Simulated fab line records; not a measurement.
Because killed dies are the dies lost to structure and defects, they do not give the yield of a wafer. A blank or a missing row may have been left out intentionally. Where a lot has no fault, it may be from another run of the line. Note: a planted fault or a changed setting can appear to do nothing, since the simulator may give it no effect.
fab line records -- flow n5_finfet -- part 1 of 2: steps 1 to 25 of 33
record lots=5, wafers=15, last_day=15
route steps=1938 shown WELL_APT@45 PMOS_HMC_CHANNEL_EPI@57
lots that met no fault: taken from a fault-free run of the same line
start_h: the number of hours between the record's first day and the start of the first shown wafer of the lot -- wait_h: hours from the lot's prior step to this one -- " unchanged from the row above -- L1.1+2: a row that stands for several wafers -- - either no value or no given start -- * or withheld: withheld -- < > ~ a bound
route shown NAME@n: a module of which the file shows steps, and the number in the route of the first -- usual: the fault-free wafers' mean and standard deviation -- same: alike in all rows -- chamber/n: place in a boat -- sites: readings site by site -- _std_site: their standard deviation -- _edge_site: mean of outer sites minus mean of inner sites -- radius_mm: for every site, how far away it sits from the centre of the wafer -- mask NAME#n: copy n -- behind: tool/chamber where the wafer was last shaped -- hold: the reason the lot was held/the length of the hold in hours/how it ended -- device: which transistor (n, p or np) failed to switch -- end of line: the same wafers' tests at the end of the route -- where a step has no rows: the recipe by itself -- killed: the dies lost at the first sort to structure and to defects; this is not the yield of the wafer -- map: the dies of a wafer, with x for killed, . for not killed, _ for no die there
set.NAME: the setting the step ran with; set.NAME@STEP: the setting that earlier step ran with -- model.NAME: the simulator's own value behind a step, which no gauge read
lots seen at some steps along the route; tables by step, rows by wafer
services: from which hour (start_h, from the record's first day; less than 0 if before it) a tool's chamber was out of use, for how many hours, and why
## steps
# step N5_WELL_APT_INSPECT_27
# recipe mode=adi, inspect_instrument=macro
# usual raw_defect_count=2.1/1.3
lot.wafer,tool,chamber,start_h,wait_h,raw_defect_count
L074.2,defect_inspect-02,-,14.99,0.0,1
L074.3,defect_inspect-02,-,14.99,0.0,3
L074.6,defect_inspect-02,-,14.99,0.0,2
L079.1,defect_inspect-01,-,45.36,0.0,3
L079.2,defect_inspect-01,-,45.36,0.0,1
L079.5,defect_inspect-01,-,45.36,0.0,5
L086.1,defect_inspect-02,-,87.16,0.0,2
L086.4,defect_inspect-02,-,87.16,0.0,1
L086.5,defect_inspect-02,-,87.16,0.0,2
L087.2,defect_inspect-01,-,92.98,0.0,3
L087.4,defect_inspect-01,-,92.98,0.0,3
L087.5,defect_inspect-01,-,92.98,0.0,2
L088.2,defect_inspect-02,-,98.99,0.0,2
L088.3,defect_inspect-02,-,98.99,0.0,1
L088.5,defect_inspect-02,-,98.99,0.0,2
# step N5_WELL_APT_DESCUM_30
# recipe chemistry=O2, time_s=7.9, source_power_w=50, bias_power_w=20, pressure_mtorr=20, rf_frequency_hz=2.712e+07, temp_c=40, o2_flow_sccm=225
# usual drypump_motor_current_A=5.6/0.47, oes_product_au=0.79/0.094, rf_vpp_V=243.5/1.4, showerhead_plenum_p_Torr=2.12/0.081, throttle_valve_pct=20.52/0.23
lot.wafer,tool,chamber,start_h,wait_h,drypump_motor_current_A,oes_product_au,rf_hours_counter_h,rf_vpp_V,showerhead_plenum_p_Torr,throttle_valve_pct
L074.2,rie_diel-05,1,15.10,0.1,6.1,0.69,216,243.1,2.16,20.51
L074.3,rie_diel-05,3,15.10,0.1,5.0,0.72,-,241.5,1.98,20.59
L074.6,rie_diel-05,3,15.10,0.1,5.0,0.72,-,243.1,1.98,20.59
L079.1,rie_diel-06,2,45.39,0.0,5.8,0.74,169,243.6,2.09,20.59
L079.2,rie_diel-06,3,45.39,0.0,5.7,0.71,192,243.4,2.17,20.84
L079.5,rie_diel-06,0,45.39,0.0,4.8,0.91,-,243.9,2.23,20.53
L086.1,rie_diel-06,1,87.20,0.0,6.2,0.93,11,244.2,2.24,20.49
L086.4,rie_diel-06,3,87.20,0.0,5.7,0.70,206,244.3,2.17,20.85
L086.5,rie_diel-06,2,87.20,0.0,5.8,0.72,-,244.2,2.08,20.61
L087.2,rie_diel-01,3,93.19,0.2,5.3,0.83,69,242.4,2.04,19.99
L087.4,rie_diel-01,2,93.19,0.2,5.3,0.80,87,242.0,2.04,20.25
L087.5,rie_diel-01,1,93.19,0.2,5.7,0.71,-,242.1,2.08,20.52
L088.2,rie_diel-06,2,99.25,0.3,5.8,0.73,188,242.3,2.08,20.60
L088.3,rie_diel-06,1,99.25,0.3,6.2,0.93,15,245.9,2.24,20.51
L088.5,rie_diel-06,1,99.25,0.3,6.2,0.92,-,244.7,2.24,20.49
# step N5_WELL_APT_IMPLANT_31
# recipe species=B, energy_kev=60, dose_cm2=1.5e+13, tilt_deg=0, rotation_deg=0
# usual end_station_pressure_torr=5.17e-06/2.7e-07
lot.wafer,tool,chamber,start_h,wait_h,end_station_pressure_torr
L074.2,implanter-02,0,15.26,0.1,4.48e-06
L074.3,implanter-02,0,15.26,0.1,5.42e-06
L074.6,implanter-02,0,15.26,0.1,5.06e-06
L079.1,implanter-01,0,45.49,0.1,4.9e-06
L079.2,implanter-01,0,45.49,0.1,5.44e-06
L079.5,implanter-01,0,45.49,0.1,5.37e-06
L086.1,implanter-02,0,87.30,0.1,5.17e-06
L086.4,implanter-02,0,87.30,0.1,5.06e-06
L086.5,implanter-02,0,87.30,0.1,5.19e-06
L087.2,implanter-02,0,93.32,0.1,5.46e-06
L087.4,implanter-02,0,93.32,0.1,4.94e-06
L087.5,implanter-02,0,93.32,0.1,4.98e-06
L088.2,implanter-02,0,99.38,0.1,5.24e-06
L088.3,implanter-02,0,99.38,0.1,5.41e-06
L088.5,implanter-02,0,99.38,0.1,4.95e-06
# step N5_WELL_APT_IMPLANT_32
# recipe species=BF2, energy_kev=50, dose_cm2=2e+13, tilt_deg=0, rotation_deg=0
# usual end_station_pressure_torr=5.21e-06/2.9e-07
lot.wafer,tool,chamber,start_h,wait_h,end_station_pressure_torr
L074.2,implanter-02,0,15.44,0.1,5.31e-06
L074.3,implanter-02,0,15.44,0.1,5.27e-06
L074.6,implanter-02,0,15.44,0.1,5.02e-06
L079.1,implanter-01,0,45.67,0.1,5e-06
L079.2,implanter-01,0,45.67,0.1,5.55e-06
L079.5,implanter-01,0,45.67,0.1,5.14e-06
L086.1,implanter-02,0,87.48,0.1,4.77e-06
L086.4,implanter-02,0,87.48,0.1,5.61e-06
L086.5,implanter-02,0,87.48,0.1,5.18e-06
L087.2,implanter-02,0,93.50,0.1,5.45e-06
L087.4,implanter-02,0,93.50,0.1,5.01e-06
L087.5,implanter-02,0,93.50,0.1,5.21e-06
L088.2,implanter-02,0,99.56,0.1,4.8e-06
L088.3,implanter-02,0,99.56,0.1,5.39e-06
L088.5,implanter-02,0,99.56,0.1,5.34e-06
# step N5_WELL_APT_STRIP_33
# recipe chemistry=SPM, time_s=900, temp_c=130, h2so4_h2o2_vol_ratio=4, dry=ipa_marangoni
lot.wafer,tool,chamber,start_h,wait_h
L074.2+3+6,wet_bench-05,"3,2,7",15.61,0.1
L079.1+2+5,wet_bench-05,"6,4,0",45.88,0.2
L086.1+4+5,wet_bench-04,"6,3,7",87.68,0.2
L087.2+4+5,wet_bench-01,"2,5,4",93.68,0.1
L088.2+3+5,wet_bench-01,"6,4,7",99.74,0.1
# step N5_WELL_APT_RTA_34
# recipe temp_c=1000, time_s=10, ambient=N2, idle_temp_c=600, ramp_up_c_per_s=150, ramp_down_c_per_s=60, cool_to_c=600
# usual lamp_power_pct=13.00/0.053, lamp_zone_4_pct=12.998/0.026, wafer_temp_C_max=1003.6/1
lot.wafer,tool,chamber,start_h,wait_h,lamp_power_pct,lamp_zone_4_pct,wafer_temp_C_max
L074.2,rtp_anneal-01,0,15.91,0.0,13.03,13.005,1002.0
L074.3,rtp_anneal-01,0,15.91,0.0,13.02,13.017,1003.5
L074.6,rtp_anneal-01,0,15.91,0.0,12.98,13.025,1003.8
L079.1,rtp_anneal-01,0,46.15,0.0,13.09,12.954,1003.8
L079.2,rtp_anneal-01,0,46.15,0.0,12.91,12.949,1002.7
L079.5,rtp_anneal-01,0,46.15,0.0,13.03,13.011,1005.5
L086.1,rtp_anneal-01,0,87.96,0.0,12.90,13.040,1003.7
L086.4,rtp_anneal-01,0,87.96,0.0,13.03,13.043,1004.4
L086.5,rtp_anneal-01,0,87.96,0.0,12.93,13.037,1004.0
L087.2,rtp_anneal-01,0,93.97,0.0,12.99,13.006,1004.2
L087.4,rtp_anneal-01,0,93.97,0.0,13.08,12.984,1002.2
L087.5,rtp_anneal-01,0,93.97,0.0,13.02,12.987,1005.1
L088.2,rtp_anneal-02,0,100.03,0.0,12.88,13.052,1005.9
L088.3,rtp_anneal-02,0,100.03,0.0,12.99,13.005,1003.8
L088.5,rtp_anneal-02,0,100.03,0.0,13.03,13.038,1003.3
# step N5_WELL_APT_OXIDE_STRIP_42
# recipe chemistry=dHF, dilution=25:1, time_s=45, temp_c=25, target=SiO2, target_depth_a=120
lot.wafer,tool,chamber,start_h,wait_h
L074.2+3+6,wet_bench-01,"6,1,3",16.03,0.1
L079.1+2+5,wet_bench-04,"0,7,3",46.30,0.1
L086.1+4+5,wet_bench-01,"1,4,7",88.10,0.1
L087.2+4+5,wet_bench-01,"3,7,5",94.10,0.1
L088.2+3+5,wet_bench-01,"3,1,6",100.16,0.1
# step N5_WELL_APT_PRECLEAN_36
# recipe chemistry=O3/DIW, time_s=45, temp_c=22, o3_ppm=10
lot.wafer,tool,chamber,start_h,wait_h
L074.2+3+6,wet_bench-01,"6,1,3",16.05,0.0
L079.1+2+5,wet_bench-04,"0,7,3",46.31,0.0
L086.1+4+5,wet_bench-01,"1,4,7",88.12,0.0
L087.2+4+5,wet_bench-01,"3,7,5",94.11,0.0
L088.2+3+5,wet_bench-01,"3,1,6",100.17,0.0
# step N5_WELL_APT_PRECLEAN_39
# recipe chemistry=dHF, time_s=60, dilution=150:1, temp_c=25
lot.wafer,tool,chamber,start_h,wait_h
L074.2+3+6,wet_bench-01,"6,1,3",16.06,0.0
L079.1+2+5,wet_bench-04,"0,7,3",46.33,0.0
L086.1+4+5,wet_bench-01,"1,4,7",88.13,0.0
L087.2+4+5,wet_bench-01,"3,7,5",94.13,0.0
L088.2+3+5,wet_bench-01,"3,1,6",100.18,0.0
# step N5_WELL_APT_SRD_37
# recipe dry=ipa_marangoni, do_ppb=5, time_s=30, temp_c=23, rinse_liquid=diw
lot.wafer,tool,chamber,start_h,wait_h
L074.2+3+6,wet_bench-01,"6,1,3",16.08,0.0
L079.1+2+5,wet_bench-04,"0,7,3",46.34,0.0
L086.1+4+5,wet_bench-01,"1,4,7",88.15,0.0
L087.2+4+5,wet_bench-01,"3,7,5",94.14,0.0
L088.2+3+5,wet_bench-01,"3,1,6",100.20,0.0
# step N5_WELL_APT_EPI_41
# recipe material=Si, target_thk_a=500, temp_c=650, precursor=SiH4/H2, pressure_torr=20, time_s=297.7
# usual throttle_valve_pct=11.34/0.18
lot.wafer,tool,chamber,start_h,wait_h,throttle_valve_pct
L074.2,epi_rpcvd-03,0,16.31,0.2,11.22
L074.3,epi_rpcvd-03,0,16.31,0.2,11.29
L074.6,epi_rpcvd-03,0,16.31,0.2,11.66
L079.1,epi_rpcvd-02,0,46.39,0.0,11.32
L079.2,epi_rpcvd-02,0,46.39,0.0,11.50
L079.5,epi_rpcvd-02,0,46.39,0.0,11.67
L086.1,epi_rpcvd-01,0,88.20,0.0,11.30
L086.4,epi_rpcvd-01,0,88.20,0.0,11.47
L086.5,epi_rpcvd-01,0,88.20,0.0,11.36
L087.2,epi_rpcvd-02,0,94.32,0.2,11.59
L087.4,epi_rpcvd-02,0,94.32,0.2,11.52
L087.5,epi_rpcvd-02,0,94.32,0.2,11.54
L088.2,epi_rpcvd-03,0,100.38,0.2,11.22
L088.3,epi_rpcvd-03,0,100.38,0.2,11.30
L088.5,epi_rpcvd-03,0,100.38,0.2,11.34
# step N5_WELL_APT_INSPECT_38
# recipe inspect_instrument=darkfield, mode=post_epi
# usual raw_defect_count=13/4.4
lot.wafer,tool,chamber,start_h,wait_h,raw_defect_count
L074.2,defect_inspect-02,-,17.23,0.7,14
L074.3,defect_inspect-02,-,17.23,0.7,17
L074.6,defect_inspect-02,-,17.23,0.7,6
L079.1,defect_inspect-01,-,47.03,0.5,8
L079.2,defect_inspect-01,-,47.03,0.5,13
L079.5,defect_inspect-01,-,47.03,0.5,19
L086.1,defect_inspect-01,-,89.03,0.7,13
L086.4,defect_inspect-01,-,89.03,0.7,14
L086.5,defect_inspect-01,-,89.03,0.7,14
L087.2,defect_inspect-02,-,95.03,0.6,16
L087.4,defect_inspect-02,-,95.03,0.6,13
L087.5,defect_inspect-02,-,95.03,0.6,11
L088.2,defect_inspect-01,-,101.08,0.6,13
L088.3,defect_inspect-01,-,101.08,0.6,12
L088.5,defect_inspect-01,-,101.08,0.6,15
# step N5_PMOS_HMC_CHANNEL_EPI_HM_DEP_34
# recipe material=SiO2, target_thk_a=360, temp_c=400, precursor=TEOS/O2, pressure_torr=6.5, rf_w=900, teos_flow_sccm=161.4, gas=O2, flow_sccm=2650, time_s=6.9
# usual heater_power_w=585/130, showerhead_plenum_p_Torr=8.34/0.042, showerhead_vpp_V=1841/98, throttle_valve_pct=18.7/0.94
lot.wafer,tool,chamber,start_h,wait_h,heater_power_w,showerhead_plenum_p_Torr,showerhead_vpp_V,throttle_valve_pct
L074.2,pecvd-01,0,17.27,0.0,720,8.39,1771,20.5
L074.3,pecvd-01,1,17.27,0.0,523,8.34,1836,18.0
L074.6,pecvd-01,0,17.27,0.0,704,8.36,1773,20.3
L079.1,pecvd-03,1,47.07,0.0,512,8.36,1921,18.4
L079.2,pecvd-03,2,47.07,0.0,707,8.28,1687,17.7
L079.5,pecvd-03,2,47.07,0.0,729,8.30,1695,17.7
L086.1,pecvd-04,1,89.07,0.0,265,8.28,1861,18.7
L086.4,pecvd-04,1,89.07,0.0,275,8.26,1849,18.8
L086.5,pecvd-04,2,89.07,0.0,644,8.41,1716,19.0
L087.2,pecvd-03,0,95.06,0.0,661,8.33,1949,20.0
L087.4,pecvd-03,0,95.06,0.0,667,8.34,1937,19.9
L087.5,pecvd-03,1,95.06,0.0,548,8.38,1900,18.5
L088.2,pecvd-01,1,101.12,0.0,677,8.33,1831,17.8
L088.3,pecvd-01,0,101.12,0.0,591,8.36,1786,20.3
L088.5,pecvd-01,1,101.12,0.0,679,8.32,1824,17.9
# step N5_PMOS_HMC_CHANNEL_EPI_COAT_31
# recipe resist=BARC, temp_c=205, time_s=60, spin_rpm=1500, resist_thk_nm=66
lot.wafer,tool,chamber,start_h,wait_h
L074.2+3+6,litho_track-01,0,17.32,0.0
L079.1+2+5,litho_track-04,0,47.12,0.0
L086.1+4+5,litho_track-01,0,89.12,0.0
L087.2+4+5,litho_track-01,0,95.12,0.0
L088.2+3+5,litho_track-04,0,101.18,0.0
# step N5_PMOS_HMC_CHANNEL_EPI_COAT_03
# recipe resist=CAR-ArF-block, spin_rpm=1500, resist_thk_nm=205
lot.wafer,tool,chamber,start_h,wait_h
L074.2+3+6,litho_track-01,0,-,-
L079.1+2+5,litho_track-04,0,-,-
L086.1+4+5,litho_track-01,0,-,-
L087.2+4+5,litho_track-01,0,-,-
L088.2+3+5,litho_track-04,0,-,-
# step N5_PMOS_HMC_CHANNEL_EPI_EBR_05
# recipe solvent=PGMEA, ebr_width_mm=1.5
lot.wafer,tool,chamber,start_h,wait_h
L074.2+3+6,litho_track-01,0,-,-
L079.1+2+5,litho_track-04,0,-,-
L086.1+4+5,litho_track-01,0,-,-
L087.2+4+5,litho_track-01,0,-,-
L088.2+3+5,litho_track-04,0,-,-
# step N5_PMOS_HMC_CHANNEL_EPI_SOFTBAKE_04
# recipe temp_c=110, time_s=60, resist=CAR-ArF-block
lot.wafer,tool,chamber,start_h,wait_h
L074.2+3+6,litho_track-01,0,-,-
L079.1+2+5,litho_track-04,0,-,-
L086.1+4+5,litho_track-01,0,-,-
L087.2+4+5,litho_track-01,0,-,-
L088.2+3+5,litho_track-04,0,-,-
# step N5_PMOS_HMC_CHANNEL_EPI_EXPOSE_06
# recipe mask_id=PMOS_HMC_BLK, na=1.35, source_shape=conventional, sigma_outer=0.8, polarization=unpolarized, target_cd_nm=240, dose_mj=41
# usual focus_offset_nm=0.0/0.41
# same sigma_outer=0.8
lot.wafer,tool,chamber,start_h,wait_h,mask,focus_offset_nm
L074.2,arfi_scanner-02,0,17.55,-,PMOS_HMC_BLK#0,-0.7
L074.3,arfi_scanner-02,0,17.55,-,PMOS_HMC_BLK#0,0.1
L074.6,arfi_scanner-02,0,17.55,-,PMOS_HMC_BLK#0,0.1
L079.1,arfi_scanner-02,0,47.35,-,PMOS_HMC_BLK#0,-0.1
L079.2,arfi_scanner-02,0,47.35,-,PMOS_HMC_BLK#0,-0.5
L079.5,arfi_scanner-02,0,47.35,-,PMOS_HMC_BLK#0,-0.2
L086.1,arfi_scanner-03,0,89.22,-,PMOS_HMC_BLK#0,0.3
L086.4,arfi_scanner-03,0,89.22,-,PMOS_HMC_BLK#0,0.0
L086.5,arfi_scanner-03,0,89.22,-,PMOS_HMC_BLK#0,-0.6
L087.2,arfi_scanner-02,0,95.35,-,PMOS_HMC_BLK#0,0.4
L087.4,arfi_scanner-02,0,95.35,-,PMOS_HMC_BLK#0,0.3
L087.5,arfi_scanner-02,0,95.35,-,PMOS_HMC_BLK#0,0.1
L088.2,arfi_scanner-03,0,101.41,-,PMOS_HMC_BLK#0,0.5
L088.3,arfi_scanner-03,0,101.41,-,PMOS_HMC_BLK#0,-0.3
L088.5,arfi_scanner-03,0,101.41,-,PMOS_HMC_BLK#0,0.3
# step N5_PMOS_HMC_CHANNEL_EPI_PEB_07
# recipe peb_temp_c=110, peb_time_s=60, resist=CAR-ArF-block
lot.wafer,tool,chamber,start_h,wait_h
L074.2+3+6,litho_track-04,0,17.61,0.0
L079.1+2+5,litho_track-05,0,47.40,0.1
L086.1+4+5,litho_track-05,0,89.28,0.1
L087.2+4+5,litho_track-01,0,95.40,0.0
L088.2+3+5,litho_track-01,0,101.46,0.0
# step N5_PMOS_HMC_CHANNEL_EPI_DEVELOP_08
# recipe develop_time_s=30, developer=TMAH, resist=CAR-ArF-block, dev_temp_c=23, rinse_liquid=diw, dry=air_spin
# same develop_time_s=30
lot.wafer,tool,chamber,start_h,wait_h
L074.2+3+6,litho_track-04,0,-,-
L079.1+2+5,litho_track-05,0,-,-
L086.1+4+5,litho_track-05,0,-,-
L087.2+4+5,litho_track-01,0,-,-
L088.2+3+5,litho_track-01,0,-,-
# step N5_PMOS_HMC_CHANNEL_EPI_CD_MEAS_09
# recipe target_cd_nm=237.4, landing_energy_ev=500, detector=se_inlens
# usual cd_nm=237.2/0.79
lot.wafer,tool,chamber,start_h,wait_h,cd_nm
L074.2,cd_sem-03,0,17.67,-,235.8
L074.3,cd_sem-03,0,17.67,-,238.0
L074.6,cd_sem-03,0,17.67,-,237.1
L079.1,cd_sem-02,0,47.47,-,238.0
L079.2,cd_sem-02,0,47.47,-,237.6
L079.5,cd_sem-02,0,47.47,-,238.2
L086.1,cd_sem-03,0,89.35,-,236.8
L086.4,cd_sem-03,0,89.35,-,236.4
L086.5,cd_sem-03,0,89.35,-,237.1
L087.2,cd_sem-01,0,95.47,-,237.0
L087.4,cd_sem-01,0,95.47,-,236.1
L087.5,cd_sem-01,0,95.47,-,237.4
L088.2,cd_sem-01,0,101.53,-,235.5
L088.3,cd_sem-01,0,101.53,-,236.2
L088.5,cd_sem-01,0,101.53,-,237.4
# step N5_PMOS_HMC_CHANNEL_EPI_OVL_MEAS_10
# recipe points_per_wafer=44
# usual PMOS_HMC_BLK_OVL=0.2/0.82
# same points_per_wafer=44
lot.wafer,tool,chamber,start_h,wait_h,PMOS_HMC_BLK_OVL[nm]
L074.2,overlay-01,0,17.70,0.0,0.5
L074.3,overlay-01,0,17.70,0.0,-0.1
L074.6,overlay-01,0,17.70,0.0,-0.6
L079.1,overlay-01,0,47.50,0.0,2.1
L079.2,overlay-01,0,47.50,0.0,0.2
L079.5,overlay-01,0,47.50,0.0,1.1
L086.1,overlay-02,0,89.38,0.0,-1.1
L086.4,overlay-02,0,89.38,0.0,-1.2
L086.5,overlay-02,0,89.38,0.0,-1.7
L087.2,overlay-02,0,95.50,0.0,1.4
L087.4,overlay-02,0,95.50,0.0,1.3
L087.5,overlay-02,0,95.50,0.0,1.9
L088.2,overlay-02,0,101.56,0.0,0.9
L088.3,overlay-02,0,101.56,0.0,0.2
L088.5,overlay-02,0,101.56,0.0,0.1
# step N5_PMOS_HMC_CHANNEL_EPI_INSPECT_11
# recipe mode=adi, inspect_instrument=macro
# usual raw_defect_count=1.8/1.2
lot.wafer,tool,chamber,start_h,wait_h,raw_defect_count
L074.2,defect_inspect-01,-,17.73,0.0,0
L074.3,defect_inspect-01,-,17.73,0.0,1
L074.6,defect_inspect-01,-,17.73,0.0,0
L079.1,defect_inspect-02,-,47.53,0.0,1
L079.2,defect_inspect-02,-,47.53,0.0,3
L079.5,defect_inspect-02,-,47.53,0.0,1
L086.1,defect_inspect-02,-,89.40,0.0,0
L086.4,defect_inspect-02,-,89.40,0.0,4
L086.5,defect_inspect-02,-,89.40,0.0,3
L087.2,defect_inspect-01,-,95.52,0.0,2
L087.4,defect_inspect-01,-,95.52,0.0,2
L087.5,defect_inspect-01,-,95.52,0.0,2
L088.2,defect_inspect-01,-,101.58,0.0,4
L088.3,defect_inspect-01,-,101.58,0.0,1
L088.5,defect_inspect-01,-,101.58,0.0,2
# step N5_PMOS_HMC_CHANNEL_EPI_DESCUM_14
# recipe chemistry=O2, time_s=7.9, source_power_w=50, bias_power_w=20, pressure_mtorr=20, rf_frequency_hz=2.712e+07, temp_c=40, resist=CAR-ArF-block, o2_flow_sccm=225
# usual drypump_motor_current_A=5.8/0.46, oes_product_au=0.74/0.05, rf_vpp_V=242.9/1.3, showerhead_plenum_p_Torr=2.07/0.066, throttle_valve_pct=20.39/0.2
lot.wafer,tool,chamber,start_h,wait_h,drypump_motor_current_A,oes_product_au,rf_hours_counter_h,rf_vpp_V,showerhead_plenum_p_Torr,throttle_valve_pct
L074.2,rie_diel-04,0,17.76,0.0,5.6,0.73,154,244.7,2.09,20.66
L074.3,rie_diel-04,3,17.76,0.0,5.8,0.76,164,241.3,2.09,20.54
L074.6,rie_diel-04,2,17.76,0.0,5.7,0.69,-,241.7,2.07,20.50
L079.1,rie_diel-03,0,47.56,0.0,6.1,0.79,138,241.2,2.02,20.53
L079.2,rie_diel-03,2,47.56,0.0,6.2,0.77,126,243.5,2.01,20.30
L079.5,rie_diel-03,2,47.56,0.0,6.2,0.77,-,242.3,2.01,20.31
L086.1,rie_diel-02,0,89.59,0.2,5.7,0.77,115,243.1,2.10,20.56
L086.4,rie_diel-02,2,89.59,0.2,5.2,0.68,235,243.3,2.07,20.32
L086.5,rie_diel-02,0,89.59,0.2,5.7,0.77,-,243.7,2.10,20.59
L087.2,rie_diel-02,2,95.56,0.0,5.2,0.68,236,242.6,2.07,20.33
L087.4,rie_diel-02,1,95.56,0.0,5.7,0.78,113,242.2,1.94,19.90
L087.5,rie_diel-02,3,95.56,0.0,6.3,0.70,-,242.5,2.14,20.15
L088.2,rie_diel-03,2,101.65,0.1,6.2,0.76,143,241.8,2.01,20.31
L088.3,rie_diel-03,0,101.65,0.1,6.1,0.77,155,243.0,2.01,20.58
L088.5,rie_diel-03,1,101.65,0.1,4.7,0.68,-,241.6,2.15,20.47
# step N5_PMOS_HMC_CHANNEL_EPI_ETCH_32
# recipe chemistry=N2/H2, target=BARC, stop_on=SiO2, target_depth_a=858, over_etch_frac=0.3, time_s=50.3, ion_energy_ev=200, mask_material=CAR-ArF-block, pressure_mtorr=30, source_w=840, bias_w=150, n2_flow_sccm=200, h2_flow_sccm=200
# usual bias_w=150.0/0.44, drypump_motor_current_A=5.8/0.46, oes_product_au=0.64/0.04, rf_vpp_V=523.2/2.4, showerhead_plenum_p_Torr=2.52/0.082, throttle_valve_pct=17.86/0.19
lot.wafer,tool,chamber,start_h,wait_h,bias_w,drypump_motor_current_A,oes_product_au,rf_hours_counter_h,rf_vpp_V,showerhead_plenum_p_Torr,throttle_valve_pct
L074.2,rie_diel-04,0,17.79,0.0,149.8,5.6,0.63,154,524.4,2.54,18.08
L074.3,rie_diel-04,3,17.79,0.0,149.7,5.8,0.65,164,524.9,2.53,18.01
L074.6,rie_diel-04,2,17.79,0.0,150.1,5.7,0.61,-,522.5,2.52,18.01
L079.1,rie_diel-03,0,47.60,0.0,149.4,6.1,0.68,138,521.7,2.44,17.83
L079.2,rie_diel-03,2,47.60,0.0,150.0,6.2,0.65,126,520.1,2.45,17.91
L079.5,rie_diel-03,2,47.60,0.0,150.1,6.2,0.65,-,520.3,2.45,17.92
L086.1,rie_diel-02,0,89.63,0.0,150.1,5.7,0.66,115,524.5,2.56,18.08
L086.4,rie_diel-02,2,89.63,0.0,150.0,5.2,0.59,235,524.6,2.50,17.68
L086.5,rie_diel-02,0,89.63,0.0,149.0,5.7,0.66,-,525.8,2.56,18.08
L087.2,rie_diel-02,2,95.59,0.0,150.1,5.2,0.58,236,523.1,2.50,17.68
L087.4,rie_diel-02,1,95.59,0.0,150.5,5.7,0.67,113,518.7,2.35,17.38
L087.5,rie_diel-02,3,95.59,0.0,150.4,6.3,0.60,-,527.4,2.62,17.81
L088.2,rie_diel-03,2,101.68,0.0,150.5,6.2,0.65,143,521.6,2.45,17.94
L088.3,rie_diel-03,0,101.68,0.0,149.8,6.1,0.67,155,520.2,2.43,17.84
L088.5,rie_diel-03,1,101.68,0.0,150.4,4.8,0.58,-,526.1,2.61,17.90
